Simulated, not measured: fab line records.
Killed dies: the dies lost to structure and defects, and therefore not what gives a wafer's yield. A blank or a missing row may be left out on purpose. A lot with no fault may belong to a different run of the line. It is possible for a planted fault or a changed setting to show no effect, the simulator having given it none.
What tool caused it? :: flow nand-harc :: Sampling: 6 lots, 18 wafers, 3 of 1159 route steps

== WHAT THE GAUGES SHOWED, per wafer ==
NHARC_P_CONTACT_INSPECT_27.
lot: L192
measured: day 6 10:22
on: defect-inspect-01
raw-defect-count: 277 242 311

lot: L195
measured: day 7 06:14
on: defect-inspect-02
raw-defect-count: 453 449 329

lot: L201
measured: day 9 01:44
on: defect-inspect-01
raw-defect-count: 303 339 265

lot: L206
measured: day 10 00:00
on: defect-inspect-02
raw-defect-count: 177 165 251

lot: L210
measured: day 10 19:26
on: defect-inspect-01
raw-defect-count: 688 210 247

lot: L211
measured: day 11 09:47
on: defect-inspect-02
raw-defect-count: 278 355 171

== WHAT TOOL EACH LOT RAN ON (gives the tool, then ch and the chambers of the sampled wafers, and finally the start) ==
lot: L192
NHARC_P_GATE_STRIP_95: plasma-asher-02 ch 0,1, day 6 03:14
NHARC_P_CONTACT_PRE_CLEAN_39: pvd-sputter-03, day 6 08:39

lot: L195
NHARC_P_GATE_STRIP_95: plasma-asher-02 ch 0,1, day 6 23:37
NHARC_P_CONTACT_PRE_CLEAN_39: pvd-sputter-02, day 7 04:48

lot: L201
NHARC_P_GATE_STRIP_95: plasma-asher-02 ch 0,1, day 8 16:11
NHARC_P_CONTACT_PRE_CLEAN_39: pvd-sputter-03, day 8 21:28

lot: L206
NHARC_P_GATE_STRIP_95: plasma-asher-01 ch 0,1, day 9 11:48
NHARC_P_CONTACT_PRE_CLEAN_39: pvd-sputter-01, day 9 17:34

lot: L210
NHARC_P_GATE_STRIP_95: plasma-asher-01 ch 0,1, day 10 11:08
NHARC_P_CONTACT_PRE_CLEAN_39: pvd-sputter-01, day 10 17:46

lot: L211
NHARC_P_GATE_STRIP_95: plasma-asher-02 ch 0,1, day 11 02:50
NHARC_P_CONTACT_PRE_CLEAN_39: pvd-sputter-03, day 11 08:20
- NHARC_P_GATE_STRIP_95: strips in O2.
- NHARC_P_CONTACT_PRE_CLEAN_39: time 19.5 s.

== THE ANSWER, worked out from the rows above alone ==
Rule: usual is defined by the lots themselves. Put in order of their means at a reading, lots are off if they are a third of the lots or fewer, leave a main group of 4 or more, and stand apart from it by a gap of 3 or more times the standard deviation of the main group's means; of several such gaps the widest counts. A main group whose means are all the same, to the digits that the tables above print for the reading, isn't used. Also off: a lot with no number at a reading for which 4 or more lots have one. Any other lot the step has rows for is counted as sound.
No lot is off at any reading shown: from this, nothing can be told.

== WHAT THE SIMULATOR HAD PUT IN ==
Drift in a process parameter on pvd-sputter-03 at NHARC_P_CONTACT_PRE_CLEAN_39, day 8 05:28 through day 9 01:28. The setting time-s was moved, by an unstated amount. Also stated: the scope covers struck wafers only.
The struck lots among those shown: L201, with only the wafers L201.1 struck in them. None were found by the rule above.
